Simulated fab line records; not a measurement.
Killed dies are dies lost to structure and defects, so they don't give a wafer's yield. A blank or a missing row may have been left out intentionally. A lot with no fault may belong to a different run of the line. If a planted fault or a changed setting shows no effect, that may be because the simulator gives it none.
A lot that was struck, set against a sound lot | flow nandHarc | 15 steps out of a route of 1302
Sound: wafers L505.1, L505.2, L505.6. Struck: wafers L521.2, L521.4 (left out: L521.1, a lot-mate that was not struck); the cause follows at the end.
Per side, at each step with rows, come the tool, then ch with its chambers, and then its first start. Under that, the readings that differ: sound wafers | struck wafers | difference of the means | sigmas: that difference in standard deviations of wafers without a fault.
alike: words and numbers the same on both sides, and readings whose means are apart by under 2 such deviations; not compared: readings that were withheld, readings missing a value for some wafer, numbers with overlapping values and no deviation given by the record, and bounds like >300 which may hide the same value.
A row with sigmas, a row that says differs or no value, or rows on one side alone: a step with any of these is where the two part. Non-overlapping numbers with no deviation appear without sigmas and do not part them. Lack of a reading on every wafer of one side parts them only where that side has two or more wafers.

NHARC_A_ONON_D2_THK_MEAS_05: measures by ellipsometry.
  sound: filmMetro-01 at day 12 07:15; struck: filmMetro-01 at day 19 18:38
reading    | sound       | struck    | difference | sigmas
thkNm (nm) | 990 988 990 | 1016 1016 | +27        | +2
then, 1 step without rows for these wafers: NHARC_A_ONON_D2_DEP_06 (target thk 1000 nm).
NHARC_A_ONON_D2_THK_MEAS_08: measures by ellipsometry.
  sound: filmMetro-01 at day 12 07:50; struck: filmMetro-02 at day 19 19:14
  alike: thkNm
then, 1 step without rows for these wafers: NHARC_A_ONON_D2_DEP_09 (target thk 1000 nm).
NHARC_A_ONON_D2_THK_MEAS_11: measures by ellipsometry.
  sound: filmMetro-01 at day 12 08:23; struck: filmMetro-01 at day 19 19:57
  alike: thkNm
then, 1 step without rows for these wafers: NHARC_A_ONON_D2_DEP_12 (target thk 1000 nm).
NHARC_A_ONON_D2_THK_MEAS_14: measures by ellipsometry.
  sound: filmMetro-02 at day 12 08:59; struck: filmMetro-01 at day 19 20:39
  alike: thkNm
then, 2 steps without rows for these wafers: NHARC_A_ONON_D2_ANNEAL_15 (time 3600 s); NHARC_A_ONON_D2_DEP_16 (target thk 1000 nm).
NHARC_A_ONON_D2_THK_MEAS_18: measures by ellipsometry.
  sound: filmMetro-01 at day 12 16:20; struck: filmMetro-01 at day 20 04:23
  alike: thkNm
then, 1 step without rows for these wafers: NHARC_A_ONON_D2_DEP_19 (target thk 1000 nm).
NHARC_A_ONON_D2_THK_MEAS_21: measures by ellipsometry.
  sound: filmMetro-02 at day 12 16:54; struck: filmMetro-01 at day 20 04:56
  alike: thkNm
NHARC_A_ONON_D2_DEP_22: target thk 1000 nm.
  sound on pecvdOnon-02 ch 0, day 12 16:58; struck on pecvdOnon-04 ch 0, day 20 05:00
NHARC_A_ONON_D2_THK_MEAS_24: measures by ellipsometry.
  sound: filmMetro-01 at day 12 17:28; struck: filmMetro-01 at day 20 05:31
reading    | sound         | struck  | difference | sigmas
thkNm (nm) | 1002 1003 999 | 616 616 | -385       | -35
then, 1 step without rows for these wafers: NHARC_A_ONON_D2_DEP_25 (target thk 1000 nm).

== WHERE THEY PART ==
Last at NHARC_A_ONON_D2_THK_MEAS_24 as far as this record goes, first at NHARC_A_ONON_D2_THK_MEAS_05.

WHY: the cause the simulator had injected
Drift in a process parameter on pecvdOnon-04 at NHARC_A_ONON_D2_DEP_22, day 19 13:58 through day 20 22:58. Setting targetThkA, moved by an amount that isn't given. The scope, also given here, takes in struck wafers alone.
